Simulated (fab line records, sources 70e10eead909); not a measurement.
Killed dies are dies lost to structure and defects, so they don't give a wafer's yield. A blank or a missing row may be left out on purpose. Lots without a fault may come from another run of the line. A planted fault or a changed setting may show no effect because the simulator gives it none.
Chamber matching | flow nand_harc | NHARC_A_DECK1_JOINT_ETCHBACK_07 on rie_si-05: 4 sister chambers
The step etches the open film in HBr, target depth 105 nm, time 26.9 s. 8 wafers are shown with their chamber, then 7 later ones without.

WAFERS WITH THEIR CHAMBER
wafer  | chamber | drypump_motor_current_A (A) | throttle_valve_pct (%)
L078.5 | 1       | 5.8                         | 23.260
L086.3 | 0       | 6.7                         | 23.282
L086.6 | 2       | 5.7                         | 23.260
L089.1 | 3       | 5.9                         | 23.271
L089.3 | 1       | 5.8                         | 23.267
L089.6 | 3       | 5.9                         | 23.266
L091.3 | 0       | 6.7                         | 23.284
L091.4 | 2       | 5.8                         | 23.247

WAFERS WITHOUT THEIR CHAMBER
wafer  | drypump_motor_current_A (A) | throttle_valve_pct (%)
L091.6 | 5.9                         | 23.263
L093.1 | 5.9                         | 23.272
L093.2 | 6.7                         | 23.262
L093.3 | 5.7                         | 23.246
L096.1 | 5.8                         | 23.266
L096.2 | 5.7                         | 23.258
L096.6 | 5.8                         | 23.280

WHICH CHAMBER EACH WENT THROUGH
wafer  | from the rows above     | in truth
L091.6 | can't be placed: 3 or 1 | 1
L093.1 | 3                       | 3
L093.2 | 0                       | 0
L093.3 | 2                       | 2
L096.1 | 1                       | 1
L096.2 | can't be placed: 2 or 1 | 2
L096.6 | can't be placed: 1 or 3 | 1
Placed correctly: 4 of 7. Can't be placed from these rows: 3 (the true chamber is among the candidates in 3). Placed wrongly: 0.
How it was worked out, from the rows above alone: a wafer's distance from a chamber is the root of the sum, over the readings, of the square of ((its reading less the chamber's mean) divided by the reading's scatter). The wafer belongs to the nearest chamber; if the next one is less than 2 further off, it can't be placed. A chamber's mean is the mean of its shown wafers. The scatter: the root of (the sum of the squares of (reading less its chamber's mean) over the shown wafers, divided by (wafers less chambers)).
